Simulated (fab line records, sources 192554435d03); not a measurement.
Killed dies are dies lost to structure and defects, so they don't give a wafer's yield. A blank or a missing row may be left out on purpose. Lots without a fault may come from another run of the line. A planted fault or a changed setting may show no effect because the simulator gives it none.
Problem report in the 8D (eight disciplines) form, filled by code | flow n5_finfet | the parts of the form that need people (team, actions taken, sign-off) are left out

1. THE PROBLEM
cathode_dc_power_W at N5_BEOL_M13_SPUTTER_43 reads a mean of 17474 W on 3 wafers of 2 lots; wafers without a fault read 15000 W with a standard deviation of 3. That is +99 or more standard deviations from the usual mean.
The step: material TaN, target thk 15 nm, time 24.19 s.
First seen on wafer L197.4, day 13 14:04, on pvd_sputter-01. The record holds 30 wafers of 10 lots with a number at this step. Rule for "out", or "out of limits": more than 4 standard deviations from the usual mean. The other wafers with a number count as sound.

2. WHAT IT IS AND WHAT IT IS NOT
question                    | is                     | is not
which readings at this step | cathode_dc_power_W     | throttle_valve_pct
which lots                  | L197, L198             | L190, L191, L201, L203, L209, L210, L211, L212
which wafers of those lots  | L197.4, L197.5, L198.5 | L197.6, L198.4, L198.6
read on which tools         | pvd_sputter-01         | pvd_sputter-02, pvd_sputter-03
when                        | from day 13 14:04      | up to then (7 sound wafers); but 20 sound wafers of L198, L201, L203, L209, L210, L211, L212 came after

3. SUSPECTS, AND WHAT RULES EACH OUT
Counting: a tool at a process step up to the reading stays a suspect if it ran every lot that is out. Sound lots after the first of them don't rule it out here, since some wafers of a struck lot are sound.
- rie_diel-02 at N5_BEOL_M13_ETCH_67 (etches SiARC in CF4, target depth 143 nm, time 238.3 s): kept. It ran every lot that is out, first L197 (day 13 08:11).
- pvd_sputter-01 at N5_BEOL_M13_DEGAS_41 (time 60 s): kept. It ran every lot that is out, first L197 (day 13 13:59); its last sound lot up to then is L191 (day 12 07:22).
- pvd_sputter-01 at N5_BEOL_M13_SPUTTER_43 (material TaN, target thk 15 nm, time 24.19 s): kept. It ran every lot that is out, first L197 (day 13 14:04); its last sound lot up to then is L191 (day 12 07:26). Its own readings are out on those wafers: cathode_dc_power_W.
Left after counting: rie_diel-02 at N5_BEOL_M13_ETCH_67, pvd_sputter-01 at N5_BEOL_M13_DEGAS_41, pvd_sputter-01 at N5_BEOL_M13_SPUTTER_43.

4. THE CAUSE (what the simulator had put in)
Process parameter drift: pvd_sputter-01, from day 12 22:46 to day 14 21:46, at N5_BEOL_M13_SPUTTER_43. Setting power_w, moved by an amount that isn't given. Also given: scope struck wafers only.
Counting left 3 suspects, and this tool is among them.

5. THE CHAIN OF EFFECTS, in route order
Each row: a reading whose mean over the struck wafers that have a number lies more than 3 standard deviations from the usual. Only readings for which the record gives a usual standard deviation are gone through. hours: the time from each lot's start at the first step in this table that gives one to its start at this step, as a median over the lots. sigmas: the change in usual standard deviations.
hours | step                   | reading                  | usual   | on struck wafers | change | sigmas
0     | N5_BEOL_M13_SPUTTER_43 | cathode_dc_power_W       | 15000 W | 17474            | +2474  | +99 or more
1     | N5_BEOL_M13_CMP_49     | barrier_field_endpoint_s | 30.7 s  | 33.5             | +2.8   | +3.4
The process steps in it:
- N5_BEOL_M13_SPUTTER_43: material TaN, target thk 15 nm, time 24.19 s.
- N5_BEOL_M13_CMP_49: polishes, stops on SiOC, t overpolish 17.1 s, target thk 420 nm.
Later measuring or inspecting steps at which every struck wafer that the step has a row for has a number for every such reading, and none has moved that far: N5_BEOL_M13_THK_MEAS_50.

6. WHAT WOULD HAVE CAUGHT IT SOONER
In this record the first reading out of limits was taken at day 13 14:04, 15 hours after the fault began at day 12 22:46.
